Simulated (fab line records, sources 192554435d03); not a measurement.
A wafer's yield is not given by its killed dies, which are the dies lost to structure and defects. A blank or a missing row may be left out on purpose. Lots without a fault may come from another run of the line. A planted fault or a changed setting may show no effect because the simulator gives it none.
fab line records ; flow n5-finfet
record lots=24; wafers=72; last-day=18
route steps=1938 shown BEOL_M4@1089 BEOL_M5@1114
lots untouched by any fault: they come from a run of this same line in which no faults occurred
start-h: the number of hours between the record's first day and the start of the first shown wafer of the lot ; wait-h: hours since the lot's step before ; " unchanged from the row above ; L1.1+2: several wafers, shown together as one row ; - value missing, or start not given ; * or withheld: withheld ; < > ~ a bound
route shown NAME@n: a module of which the file shows steps, and the number in the route of the first ; usual: mean and standard deviation over wafers with no fault ; same: alike in all rows ; chamber/n: place in a boat ; sites: the reading at each site ; _std_site: standard deviation across them ; _edge_site: mean of outer sites minus mean of inner sites ; radius-mm: how far each site lies from the wafer's centre ; mask NAME#n: copy n ; behind: the most recent tool/chamber to have shaped the wafer ; hold: cause of the lot's hold/its duration in hours/its outcome ; device: the n, p or np transistor that did not switch ; end of line: tests of these same wafers at the route's end ; for a step that has no rows: nothing shown but its recipe ; killed: dies that structure and defects cost at the first sort, which is not the same as the wafer's yield ; map: a wafer's dies, x killed, . not, _ none there
set.NAME: the setting the step ran with; set.NAME@STEP: the setting that earlier step ran with ; model.NAME: the simulator's own value behind a step, which no gauge read
a sample of lots followed through the steps of the route, with each step as a table and each wafer as a row
services: a tool's chamber out of use, with start hour (start-h, from the record's first day; less than 0 if before it), hours out, and reason
## steps
# step N5_BEOL_M4_ANNEAL_82
# recipe temp-c=400; time-s=240; ambient=vacuum
# usual heater-power-w=816/78
lot.wafer;tool;chamber;start-h;wait-h;heater-power-w
L075.2;pvd-sputter-01;-;183.09;0.0;865
L075.3;pvd-sputter-01;-;183.09;0.0;855
L075.5;pvd-sputter-01;-;183.09;0.0;826
L074.2;pvd-sputter-03;-;183.66;0.0;781
L074.5;pvd-sputter-03;-;183.66;0.0;740
L074.6;pvd-sputter-03;-;183.66;0.0;872
L076.1;pvd-sputter-02;-;197.89;0.0;826
L076.2;pvd-sputter-02;-;197.89;0.0;745
L076.5;pvd-sputter-02;-;197.89;0.0;775
L077.1;pvd-sputter-03;-;198.05;0.0;878
L077.2;pvd-sputter-03;-;198.05;0.0;726
L077.5;pvd-sputter-03;-;198.05;0.0;727
L078.1;pvd-sputter-02;-;204.29;0.0;738
L078.4;pvd-sputter-02;-;204.29;0.0;706
L078.6;pvd-sputter-02;-;204.29;0.0;821
L081.2;pvd-sputter-01;-;214.39;0.0;1035
L081.5;pvd-sputter-01;-;214.39;0.0;817
L081.6;pvd-sputter-01;-;214.39;0.0;853
L082.1;pvd-sputter-01;-;223.60;0.0;826
L082.5;pvd-sputter-01;-;223.60;0.0;841
L082.6;pvd-sputter-01;-;223.60;0.0;820
L080.1;pvd-sputter-01;-;227.09;0.0;795
L080.3;pvd-sputter-01;-;227.09;0.0;837
L080.4;pvd-sputter-01;-;227.09;0.0;867
L079.2;pvd-sputter-03;-;228.94;0.0;793
L079.3;pvd-sputter-03;-;228.94;0.0;727
L079.4;pvd-sputter-03;-;228.94;0.0;752
L083.1;pvd-sputter-02;-;231.08;0.0;704
L083.3;pvd-sputter-02;-;231.08;0.0;756
L083.4;pvd-sputter-02;-;231.08;0.0;837
L084.1;pvd-sputter-03;-;233.65;0.0;732
L084.3;pvd-sputter-03;-;233.65;0.0;882
L084.6;pvd-sputter-03;-;233.65;0.0;747
L085.1;pvd-sputter-02;-;246.38;0.0;759
L085.3;pvd-sputter-02;-;246.38;0.0;817
L085.6;pvd-sputter-02;-;246.38;0.0;843
L086.3;pvd-sputter-03;-;246.61;0.0;754
L086.4;pvd-sputter-03;-;246.61;0.0;887
L086.5;pvd-sputter-03;-;246.61;0.0;755
L087.1;pvd-sputter-03;-;261.55;0.0;911
L087.4;pvd-sputter-03;-;261.55;0.0;792
L087.5;pvd-sputter-03;-;261.55;0.0;764
L090.2;pvd-sputter-03;-;264.57;0.0;740
L090.4;pvd-sputter-03;-;264.57;0.0;894
L090.6;pvd-sputter-03;-;264.57;0.0;873
L088.1;pvd-sputter-01;-;264.71;0.0;849
L088.3;pvd-sputter-01;-;264.71;0.0;1052
L088.6;pvd-sputter-01;-;264.71;0.0;802
L089.1;pvd-sputter-03;-;275.71;0.0;904
L089.3;pvd-sputter-03;-;275.71;0.0;737
L089.5;pvd-sputter-03;-;275.71;0.0;886
L092.4;pvd-sputter-02;-;278.70;0.0;891
L092.5;pvd-sputter-02;-;278.70;0.0;811
L092.6;pvd-sputter-02;-;278.70;0.0;770
L091.1;pvd-sputter-01;-;278.87;0.0;864
L091.5;pvd-sputter-01;-;278.87;0.0;839
L091.6;pvd-sputter-01;-;278.87;0.0;831
L093.2;pvd-sputter-03;-;281.97;0.0;902
L093.4;pvd-sputter-03;-;281.97;0.0;745
L093.5;pvd-sputter-03;-;281.97;0.0;719
L094.2;pvd-sputter-02;-;298.08;0.0;803
L094.4;pvd-sputter-02;-;298.08;0.0;722
L094.6;pvd-sputter-02;-;298.08;0.0;854
L095.1;pvd-sputter-01;-;305.23;0.0;799
L095.4;pvd-sputter-01;-;305.23;0.0;851
L095.5;pvd-sputter-01;-;305.23;0.0;864
L097.4;pvd-sputter-02;-;310.53;0.0;857
L097.5;pvd-sputter-02;-;310.53;0.0;757
L097.6;pvd-sputter-02;-;310.53;0.0;854
L096.2;pvd-sputter-03;-;313.77;0.0;750
L096.4;pvd-sputter-03;-;313.77;0.0;778
L096.6;pvd-sputter-03;-;313.77;0.0;785
# step N5_BEOL_M4_SPUTTER_90
# recipe material=Cu; target-thk-a=45; temp-c=-20; chamber-pressure-pa=0.07; power-w=withheld; time-s=8.29
# usual throttle-valve-pct=30.2/1
lot.wafer;tool;chamber;start-h;wait-h;throttle-valve-pct
L075.2;pvd-sputter-01;-;183.67;0.1;30.9
L075.3;pvd-sputter-01;-;183.67;0.1;30.9
L075.5;pvd-sputter-01;-;183.67;0.1;29.9
L074.2;pvd-sputter-03;-;184.24;0.1;29.0
L074.5;pvd-sputter-03;-;184.24;0.1;30.5
L074.6;pvd-sputter-03;-;184.24;0.1;29.7
L076.1;pvd-sputter-02;-;198.47;0.1;30.0
L076.2;pvd-sputter-02;-;198.47;0.1;31.6
L076.5;pvd-sputter-02;-;198.47;0.1;31.6
L077.1;pvd-sputter-03;-;198.63;0.1;29.9
L077.2;pvd-sputter-03;-;198.63;0.1;31.0
L077.5;pvd-sputter-03;-;198.63;0.1;31.8
L078.1;pvd-sputter-02;-;204.87;0.1;31.8
L078.4;pvd-sputter-02;-;204.87;0.1;27.9
L078.6;pvd-sputter-02;-;204.87;0.1;30.1
L081.2;pvd-sputter-01;-;215.02;0.1;29.5
L081.5;pvd-sputter-01;-;215.02;0.1;29.8
L081.6;pvd-sputter-01;-;215.02;0.1;31.1
L082.1;pvd-sputter-01;-;224.25;0.1;29.8
L082.5;pvd-sputter-01;-;224.25;0.1;31.3
L082.6;pvd-sputter-01;-;224.25;0.1;29.9
L080.1;pvd-sputter-01;-;227.74;0.1;30.1
L080.3;pvd-sputter-01;-;227.74;0.1;31.0
L080.4;pvd-sputter-01;-;227.74;0.1;30.4
L079.2;pvd-sputter-03;-;229.52;0.1;29.1
L079.3;pvd-sputter-03;-;229.52;0.1;30.7
L079.4;pvd-sputter-03;-;229.52;0.1;31.6
L083.1;pvd-sputter-02;-;231.66;0.1;28.4
L083.3;pvd-sputter-02;-;231.66;0.1;31.5
L083.4;pvd-sputter-02;-;231.66;0.1;29.9
L084.1;pvd-sputter-03;-;234.23;0.1;31.7
L084.3;pvd-sputter-03;-;234.23;0.1;29.7
L084.6;pvd-sputter-03;-;234.23;0.1;30.7
L085.1;pvd-sputter-02;-;246.96;0.1;31.8
L085.3;pvd-sputter-02;-;246.96;0.1;30.1
L085.6;pvd-sputter-02;-;246.96;0.1;29.9
L086.3;pvd-sputter-03;-;247.19;0.1;31.8
L086.4;pvd-sputter-03;-;247.19;0.1;29.9
L086.5;pvd-sputter-03;-;247.19;0.1;30.6
L087.1;pvd-sputter-03;-;262.13;0.1;29.9
L087.4;pvd-sputter-03;-;262.13;0.1;29.0
L087.5;pvd-sputter-03;-;262.13;0.1;29.2
L090.2;pvd-sputter-03;-;265.15;0.1;30.7
L090.4;pvd-sputter-03;-;265.15;0.1;29.7
L090.6;pvd-sputter-03;-;265.15;0.1;29.7
L088.1;pvd-sputter-01;-;265.29;0.1;31.0
L088.3;pvd-sputter-01;-;265.29;0.1;29.8
L088.6;pvd-sputter-01;-;265.29;0.1;30.0
L089.1;pvd-sputter-03;-;276.29;0.1;29.9
L089.3;pvd-sputter-03;-;276.29;0.1;31.8
L089.5;pvd-sputter-03;-;276.29;0.1;30.0
L092.4;pvd-sputter-02;-;279.28;0.1;29.6
L092.5;pvd-sputter-02;-;279.28;0.1;30.0
L092.6;pvd-sputter-02;-;279.28;0.1;31.7
L091.1;pvd-sputter-01;-;279.45;0.1;30.5
L091.5;pvd-sputter-01;-;279.45;0.1;30.9
L091.6;pvd-sputter-01;-;279.45;0.1;29.7
L093.2;pvd-sputter-03;-;282.55;0.1;29.8
L093.4;pvd-sputter-03;-;282.55;0.1;31.6
L093.5;pvd-sputter-03;-;282.55;0.1;30.8
L094.2;pvd-sputter-02;-;298.66;0.1;30.2
L094.4;pvd-sputter-02;-;298.66;0.1;27.9
L094.6;pvd-sputter-02;-;298.66;0.1;29.8
L095.1;pvd-sputter-01;-;305.81;0.1;29.8
L095.4;pvd-sputter-01;-;305.81;0.1;31.0
L095.5;pvd-sputter-01;-;305.81;0.1;30.5
L097.4;pvd-sputter-02;-;311.11;0.1;29.4
L097.5;pvd-sputter-02;-;311.11;0.1;31.5
L097.6;pvd-sputter-02;-;311.11;0.1;29.6
L096.2;pvd-sputter-03;-;314.42;0.1;31.9
L096.4;pvd-sputter-03;-;314.42;0.1;29.2
L096.6;pvd-sputter-03;-;314.42;0.1;29.1
# step N5_BEOL_M4_ANNEAL_51
# recipe temp-c=225; time-s=90; ambient=N2
# usual anneal-temp-c=224.97/0.17; wafer_temp_C_max=226.1/0.33
lot.wafer;tool;chamber;start-h;wait-h;anneal-temp-c;wafer_temp_C_max
L075.2;rtp-anneal-01;0;184.57;0.1;225.22;226.5
L075.3;rtp-anneal-01;0;184.57;0.1;224.93;226.4
L075.5;rtp-anneal-01;0;184.57;0.1;224.99;226.8
L074.2;rtp-anneal-01;0;185.14;0.1;225.11;226.7
L074.5;rtp-anneal-01;0;185.14;0.1;225.15;226.3
L074.6;rtp-anneal-01;0;185.14;0.1;225.21;225.9
L076.1;rtp-anneal-02;0;199.33;0.1;225.23;226.0
L076.2;rtp-anneal-02;0;199.33;0.1;225.08;225.7
L076.5;rtp-anneal-02;0;199.33;0.1;225.36;225.8
L077.1;rtp-anneal-01;0;199.49;0.1;224.86;226.3
L077.2;rtp-anneal-01;0;199.49;0.1;224.68;226.5
L077.5;rtp-anneal-01;0;199.49;0.1;224.68;226.3
L078.1;rtp-anneal-02;0;205.73;0.1;225.01;226.0
L078.4;rtp-anneal-02;0;205.73;0.1;225.01;225.8
L078.6;rtp-anneal-02;0;205.73;0.1;224.79;226.1
L081.2;rtp-anneal-02;0;215.98;0.1;225.00;225.8
L081.5;rtp-anneal-02;0;215.98;0.1;225.15;226.3
L081.6;rtp-anneal-02;0;215.98;0.1;225.22;225.7
L082.1;rtp-anneal-01;0;225.20;0.1;224.86;226.8
L082.5;rtp-anneal-01;0;225.20;0.1;225.06;226.3
L082.6;rtp-anneal-01;0;225.20;0.1;225.00;226.3
L080.1;rtp-anneal-01;0;228.78;0.1;225.04;226.3
L080.3;rtp-anneal-01;0;228.78;0.1;224.82;226.8
L080.4;rtp-anneal-01;0;228.78;0.1;224.97;226.1
L079.2;rtp-anneal-01;0;230.69;0.3;225.23;226.3
L079.3;rtp-anneal-01;0;230.69;0.3;224.98;226.4
L079.4;rtp-anneal-01;0;230.69;0.3;224.98;226.2
L083.1;rtp-anneal-02;0;233.41;0.9;224.90;225.7
L083.3;rtp-anneal-02;0;233.41;0.9;225.05;225.9
L083.4;rtp-anneal-02;0;233.41;0.9;224.93;226.0
L084.1;rtp-anneal-01;0;235.08;0.1;225.24;226.1
L084.3;rtp-anneal-01;0;235.08;0.1;225.06;226.4
L084.6;rtp-anneal-01;0;235.08;0.1;224.98;226.0
L085.1;rtp-anneal-02;0;247.81;0.1;225.18;225.9
L085.3;rtp-anneal-02;0;247.81;0.1;224.89;225.8
L085.6;rtp-anneal-02;0;247.81;0.1;225.03;225.7
L086.3;rtp-anneal-02;0;248.17;0.2;224.99;225.7
L086.4;rtp-anneal-02;0;248.17;0.2;224.80;225.9
L086.5;rtp-anneal-02;0;248.17;0.2;224.74;225.9
L087.1;rtp-anneal-02;0;262.98;0.1;225.08;226.0
L087.4;rtp-anneal-02;0;262.98;0.1;224.86;225.8
L087.5;rtp-anneal-02;0;262.98;0.1;224.85;226.2
L090.2;rtp-anneal-01;0;266.09;0.2;224.69;226.0
L090.4;rtp-anneal-01;0;266.09;0.2;224.48;226.7
L090.6;rtp-anneal-01;0;266.09;0.2;224.72;226.7
L088.1;rtp-anneal-02;0;266.14;0.1;225.08;225.9
L088.3;rtp-anneal-02;0;266.14;0.1;225.03;225.8
L088.6;rtp-anneal-02;0;266.14;0.1;224.86;226.0
L089.1;rtp-anneal-01;0;277.15;0.1;224.74;227.0
L089.3;rtp-anneal-01;0;277.15;0.1;224.78;226.3
L089.5;rtp-anneal-01;0;277.15;0.1;224.64;226.2
L092.4;rtp-anneal-01;0;280.29;0.2;225.00;226.9
L092.5;rtp-anneal-01;0;280.29;0.2;225.11;226.2
L092.6;rtp-anneal-01;0;280.29;0.2;224.76;226.3
L091.1;rtp-anneal-02;0;280.53;0.3;225.27;225.8
L091.5;rtp-anneal-02;0;280.53;0.3;224.89;225.5
L091.6;rtp-anneal-02;0;280.53;0.3;225.01;225.5
L093.2;rtp-anneal-02;0;283.45;0.1;224.96;226.3
L093.4;rtp-anneal-02;0;283.45;0.1;224.86;225.9
L093.5;rtp-anneal-02;0;283.45;0.1;224.88;226.1
L094.2;rtp-anneal-01;0;299.56;0.1;224.83;226.2
L094.4;rtp-anneal-01;0;299.56;0.1;224.90;226.4
L094.6;rtp-anneal-01;0;299.56;0.1;224.88;226.0
L095.1;rtp-anneal-02;0;306.66;0.1;224.78;225.9
L095.4;rtp-anneal-02;0;306.66;0.1;225.18;225.6
L095.5;rtp-anneal-02;0;306.66;0.1;225.24;225.9
L097.4;rtp-anneal-02;0;312.10;0.2;225.09;225.8
L097.5;rtp-anneal-02;0;312.10;0.2;225.02;225.7
L097.6;rtp-anneal-02;0;312.10;0.2;224.90;225.9
L096.2;rtp-anneal-01;0;315.42;0.1;225.17;226.0
L096.4;rtp-anneal-01;0;315.42;0.1;225.50;225.9
L096.6;rtp-anneal-01;0;315.42;0.1;225.04;225.9
# step N5_BEOL_M4_PRE_CLEAN_60
# recipe gas=NH3/H2; time-s=15; temp-c=*; rf-power-w=300
# usual heater-power-w=85/12
lot.wafer;tool;chamber;start-h;wait-h;heater-power-w
L075.2;cvd-co-02;0;185.37;0.0;79
L075.3;cvd-co-02;1;185.37;0.0;75
L075.5;cvd-co-02;1;185.37;0.0;75
L074.2;cvd-co-02;1;185.73;0.0;77
L074.5;cvd-co-02;0;185.73;0.0;80
L074.6;cvd-co-02;2;185.73;0.0;95
L076.1;cvd-co-01;0;199.96;0.0;98
L076.2;cvd-co-01;2;199.96;0.0;64
L076.5;cvd-co-01;0;199.96;0.0;96
L077.1;cvd-co-01;2;200.12;0.0;64
L077.2;cvd-co-01;1;200.12;0.0;98
L077.5;cvd-co-01;0;200.12;0.0;98
L078.1;cvd-co-01;2;206.72;0.4;64
L078.4;cvd-co-01;2;206.72;0.4;64
L078.6;cvd-co-01;1;206.72;0.4;98
L081.2;cvd-co-02;0;216.56;0.0;79
L081.5;cvd-co-02;0;216.56;0.0;80
L081.6;cvd-co-02;1;216.56;0.0;77
L082.1;cvd-co-02;1;225.83;0.0;77
L082.5;cvd-co-02;1;225.83;0.0;75
L082.6;cvd-co-02;2;225.83;0.0;96
L080.1;cvd-co-01;0;229.40;0.0;96
L080.3;cvd-co-01;1;229.40;0.0;99
L080.4;cvd-co-01;0;229.40;0.0;98
L079.2;cvd-co-01;0;231.28;0.0;99
L079.3;cvd-co-01;1;231.28;0.0;96
L079.4;cvd-co-01;0;231.28;0.0;98
L083.1;cvd-co-02;2;234.03;0.0;96
L083.3;cvd-co-02;0;234.03;0.0;81
L083.4;cvd-co-02;2;234.03;0.0;98
L084.1;cvd-co-02;2;236.52;0.0;94
L084.3;cvd-co-02;1;236.52;0.0;77
L084.6;cvd-co-02;2;236.52;0.0;92
L085.1;cvd-co-02;2;248.44;0.0;95
L085.3;cvd-co-02;0;248.44;0.0;80
L085.6;cvd-co-02;0;248.44;0.0;81
L086.3;cvd-co-01;2;248.71;0.0;63
L086.4;cvd-co-01;2;248.71;0.0;65
L086.5;cvd-co-01;0;248.71;0.0;98
L087.1;cvd-co-02;1;263.61;0.0;77
L087.4;cvd-co-02;2;263.61;0.0;96
L087.5;cvd-co-02;0;263.61;0.0;79
L088.1;cvd-co-01;1;266.77;0.0;97
L088.3;cvd-co-01;2;266.77;0.0;65
L088.6;cvd-co-01;0;266.77;0.0;98
L090.2;cvd-co-01;0;266.90;0.0;98
L090.4;cvd-co-01;1;266.90;0.0;97
L090.6;cvd-co-01;0;266.90;0.0;101
L089.1;cvd-co-01;0;277.86;0.1;96
L089.3;cvd-co-01;1;277.86;0.1;97
L089.5;cvd-co-01;1;277.86;0.1;98
L092.4;cvd-co-02;0;280.86;0.1;80
L092.5;cvd-co-02;1;280.86;0.1;78
L092.6;cvd-co-02;2;280.86;0.1;93
L091.1;cvd-co-01;2;281.36;0.0;67
L091.5;cvd-co-01;0;281.36;0.0;99
L091.6;cvd-co-01;1;281.36;0.0;97
L093.2;cvd-co-02;2;284.04;0.0;94
L093.4;cvd-co-02;2;284.04;0.0;95
L093.5;cvd-co-02;0;284.04;0.0;81
L094.2;cvd-co-02;1;300.15;0.0;79
L094.4;cvd-co-02;2;300.15;0.0;98
L094.6;cvd-co-02;0;300.15;0.0;80
L095.1;cvd-co-01;0;307.29;0.0;99
L095.4;cvd-co-01;0;307.29;0.0;100
L095.5;cvd-co-01;1;307.29;0.0;99
L097.4;cvd-co-02;2;312.62;0.1;96
L097.5;cvd-co-02;2;312.62;0.1;95
L097.6;cvd-co-02;0;312.62;0.1;81
L096.2;cvd-co-02;0;316.00;0.0;82
L096.4;cvd-co-02;1;316.00;0.0;78
L096.6;cvd-co-02;0;316.00;0.0;79
# step N5_BEOL_M4_DEP_57
# recipe material=SiCN; target-thk-a=80; temp-c=withheld; precursor=3MS/NH3; pressure-torr=3; rf-w=202; time-s=14
# usual showerhead-plenum-p-Torr=3.668/0.016; throttle-valve-pct=8.9/0.45
lot.wafer;tool;chamber;start-h;wait-h;showerhead-plenum-p-Torr;throttle-valve-pct
L075.2;pecvd-01;1;185.53;0.0;3.689;9.8
L075.3;pecvd-01;0;185.53;0.0;3.676;10.0
L075.5;pecvd-01;2;185.53;0.0;3.678;8.2
L074.2;pecvd-02;2;185.88;0.0;3.676;9.0
L074.5;pecvd-02;0;185.88;0.0;3.654;8.7
L074.6;pecvd-02;1;185.88;0.0;3.647;8.8
L076.1;pecvd-02;2;200.12;0.0;3.678;8.8
L076.2;pecvd-02;1;200.12;0.0;3.641;8.7
L076.5;pecvd-02;1;200.12;0.0;3.645;8.6
L077.1;pecvd-03;0;200.27;0.0;3.660;8.7
L077.2;pecvd-03;2;200.27;0.0;3.663;8.8
L077.5;pecvd-03;2;200.27;0.0;3.656;8.6
L078.1;pecvd-02;1;206.93;0.0;3.653;8.7
L078.4;pecvd-02;0;206.93;0.0;3.671;8.7
L078.6;pecvd-02;1;206.93;0.0;3.649;8.8
L081.2;pecvd-03;1;216.73;0.0;3.707;9.3
L081.5;pecvd-03;1;216.73;0.0;3.697;9.0
L081.6;pecvd-03;0;216.73;0.0;3.651;8.5
L082.1;pecvd-02;0;225.99;0.0;3.667;8.9
L082.5;pecvd-02;1;225.99;0.0;3.648;8.9
L082.6;pecvd-02;2;225.99;0.0;3.673;8.7
L080.1;pecvd-02;0;229.58;0.0;3.657;8.9
L080.3;pecvd-02;1;229.58;0.0;3.649;8.7
L080.4;pecvd-02;1;229.58;0.0;3.641;8.7
L079.2;pecvd-03;0;231.44;0.0;3.666;8.7
L079.3;pecvd-03;1;231.44;0.0;3.702;9.5
L079.4;pecvd-03;2;231.44;0.0;3.654;8.4
L083.1;pecvd-03;2;234.19;0.0;3.657;8.2
L083.3;pecvd-03;1;234.19;0.0;3.688;9.1
L083.4;pecvd-03;2;234.19;0.0;3.661;8.7
L084.1;pecvd-02;2;236.68;0.0;3.660;8.8
L084.3;pecvd-02;1;236.68;0.0;3.639;8.6
L084.6;pecvd-02;0;236.68;0.0;3.654;8.8
L085.1;pecvd-02;2;248.60;0.0;3.673;9.1
L085.3;pecvd-02;0;248.60;0.0;3.659;8.7
L085.6;pecvd-02;0;248.60;0.0;3.659;8.5
L086.3;pecvd-03;2;248.87;0.0;3.654;8.3
L086.4;pecvd-03;0;248.87;0.0;3.660;8.5
L086.5;pecvd-03;2;248.87;0.0;3.653;8.4
L087.1;pecvd-02;0;263.77;0.0;3.663;9.0
L087.4;pecvd-02;0;263.77;0.0;3.657;8.7
L087.5;pecvd-02;1;263.77;0.0;3.643;8.6
L088.1;pecvd-03;0;266.93;0.0;3.664;8.7
L088.3;pecvd-03;2;266.93;0.0;3.655;8.5
L088.6;pecvd-03;2;266.93;0.0;3.663;8.3
L090.2;pecvd-02;2;267.06;0.0;3.673;8.8
L090.4;pecvd-02;2;267.06;0.0;3.665;8.5
L090.6;pecvd-02;0;267.06;0.0;3.646;8.8
L089.1;pecvd-03;0;278.01;0.0;3.677;8.8
L089.3;pecvd-03;2;278.01;0.0;3.657;8.6
L089.5;pecvd-03;2;278.01;0.0;3.663;8.4
L092.4;pecvd-02;2;281.02;0.0;3.669;9.2
L092.5;pecvd-02;1;281.02;0.0;3.651;8.6
L092.6;pecvd-02;0;281.02;0.0;3.654;8.9
L091.1;pecvd-01;2;281.52;0.0;3.664;8.2
L091.5;pecvd-01;1;281.52;0.0;3.688;9.6
L091.6;pecvd-01;2;281.52;0.0;3.675;8.2
L093.2;pecvd-01;0;284.19;0.0;3.683;10.2
L093.4;pecvd-01;0;284.19;0.0;3.674;10.0
L093.5;pecvd-01;2;284.19;0.0;3.674;8.4
L094.2;pecvd-02;0;300.31;0.0;3.649;8.9
L094.4;pecvd-02;1;300.31;0.0;3.651;8.8
L094.6;pecvd-02;2;300.31;0.0;3.681;8.8
L095.1;pecvd-02;0;307.45;0.0;3.661;8.5
L095.4;pecvd-02;2;307.45;0.0;3.673;8.8
L095.5;pecvd-02;1;307.45;0.0;3.642;8.5
L097.4;pecvd-01;0;312.83;0.0;3.680;10.2
L097.5;pecvd-01;2;312.83;0.0;3.685;8.4
L097.6;pecvd-01;1;312.83;0.0;3.681;9.8
L096.2;pecvd-02;0;316.17;0.0;3.658;8.9
L096.4;pecvd-02;2;316.17;0.0;3.675;9.0
L096.6;pecvd-02;2;316.17;0.0;3.667;8.6
# step N5_BEOL_M5_THK_MEAS_01
# recipe reads=SiCOH_lowk_of_BEOL_M5_ILD_DEP_00
# usual M5_ILD_THK=120.7/1.8
lot.wafer;tool;chamber;start-h;wait-h;M5_ILD_THK[nm]
L075.2;film-metro-01;-;187.18;0.4;119.1
L075.3;film-metro-01;-;187.18;0.4;119.8
L075.5;film-metro-01;-;187.18;0.4;121.0
L074.2;film-metro-01;-;188.41;0.4;118.8
L074.5;film-metro-01;-;188.41;0.4;121.8
L074.6;film-metro-01;-;188.41;0.4;120.1
L076.1;film-metro-02;-;201.77;0.4;118.5
L076.2;film-metro-02;-;201.77;0.4;120.7
L076.5;film-metro-02;-;201.77;0.4;120.8
L077.1;film-metro-01;-;202.70;0.4;120.0
L077.2;film-metro-01;-;202.70;0.4;119.5
L077.5;film-metro-01;-;202.70;0.4;120.4
L078.1;film-metro-01;-;208.60;0.4;121.2
L078.4;film-metro-01;-;208.60;0.4;122.5
L078.6;film-metro-01;-;208.60;0.4;123.6
L081.2;film-metro-01;-;218.41;0.4;119.6
L081.5;film-metro-01;-;218.41;0.4;121.2
L081.6;film-metro-01;-;218.41;0.4;121.4
L082.1;film-metro-02;-;228.12;0.8;122.2
L082.5;film-metro-02;-;228.12;0.8;125.5
L082.6;film-metro-02;-;228.12;0.8;124.1
L080.1;film-metro-01;-;231.28;0.4;120.4
L080.3;film-metro-01;-;231.28;0.4;120.5
L080.4;film-metro-01;-;231.28;0.4;123.6
L079.2;film-metro-01;-;233.09;0.4;118.5
L079.3;film-metro-01;-;233.09;0.4;119.1
L079.4;film-metro-01;-;233.09;0.4;120.3
L083.1;film-metro-02;-;235.84;0.4;120.2
L083.3;film-metro-02;-;235.84;0.4;118.5
L083.4;film-metro-02;-;235.84;0.4;119.7
L084.1;film-metro-02;-;238.33;0.4;120.8
L084.3;film-metro-02;-;238.33;0.4;120.3
L084.6;film-metro-02;-;238.33;0.4;120.3
L085.1;film-metro-02;-;250.25;0.4;117.0
L085.3;film-metro-02;-;250.25;0.4;117.8
L085.6;film-metro-02;-;250.25;0.4;119.8
L086.3;film-metro-01;-;250.73;0.3;120.3
L086.4;film-metro-01;-;250.73;0.3;123.1
L086.5;film-metro-01;-;250.73;0.3;121.1
L087.1;film-metro-01;-;265.92;0.8;118.7
L087.4;film-metro-01;-;265.92;0.8;120.7
L087.5;film-metro-01;-;265.92;0.8;121.6
L090.2;film-metro-02;-;269.22;0.7;120.9
L090.4;film-metro-02;-;269.22;0.7;121.6
L090.6;film-metro-02;-;269.22;0.7;121.6
L088.1;film-metro-01;-;270.02;1.6;118.8
L088.3;film-metro-01;-;270.02;1.6;120.9
L088.6;film-metro-01;-;270.02;1.6;121.3
L089.1;film-metro-02;-;279.67;0.4;123.0
L089.3;film-metro-02;-;279.67;0.4;120.1
L089.5;film-metro-02;-;279.67;0.4;123.7
L092.4;film-metro-02;-;282.66;0.2;118.9
L092.5;film-metro-02;-;282.66;0.2;119.3
L092.6;film-metro-02;-;282.66;0.2;120.5
L091.1;film-metro-02;-;283.33;0.4;119.7
L091.5;film-metro-02;-;283.33;0.4;124.4
L091.6;film-metro-02;-;283.33;0.4;122.1
L093.2;film-metro-01;-;285.85;0.4;120.7
L093.4;film-metro-01;-;285.85;0.4;122.3
L093.5;film-metro-01;-;285.85;0.4;121.3
L094.2;film-metro-02;-;302.08;0.4;120.8
L094.4;film-metro-02;-;302.08;0.4;122.8
L094.6;film-metro-02;-;302.08;0.4;123.3
L095.1;film-metro-02;-;309.86;0.8;118.2
L095.4;film-metro-02;-;309.86;0.8;120.5
L095.5;film-metro-02;-;309.86;0.8;120.5
L097.4;film-metro-02;-;314.48;0.2;122.9
L097.5;film-metro-02;-;314.48;0.2;120.7
L097.6;film-metro-02;-;314.48;0.2;121.0
L096.2;film-metro-01;-;317.84;0.4;118.4
L096.4;film-metro-01;-;317.84;0.4;122.7
L096.6;film-metro-01;-;317.84;0.4;121.2
## services
tool;chamber;start-h;hours;kind
pecvd-03;-;186.52;0.8;repair
cvd-co-01;0;201.83;16.8;repair
pecvd-03;2;202.38;-;clean
pecvd-03;2;202.38;-;consumable-replace:showerhead
pecvd-03;2;202.38;29.0;scheduled-down
pecvd-03;2;202.38;29.0;vent-cycle
cvd-co-02;-;214.67;0.5;repair
pecvd-01;0;221.01;1.7;repair
pecvd-01;-;224.83;0.8;repair
pecvd-01;2;230.32;2.1;scheduled-down
pecvd-01;-;243.92;14.6;pm
pecvd-03;1;252.32;5.5;scheduled-down
pecvd-01;1;289.14;3.5;repair
pvd-sputter-02;-;305.59;2.2;repair
pecvd-03;0;307.67;5.5;scheduled-down
cvd-co-02;1;308.23;5.1;repair
pecvd-01;-;310.82;0.3;repair
pecvd-02;1;313.98;5.0;scheduled-down
## key
fault none
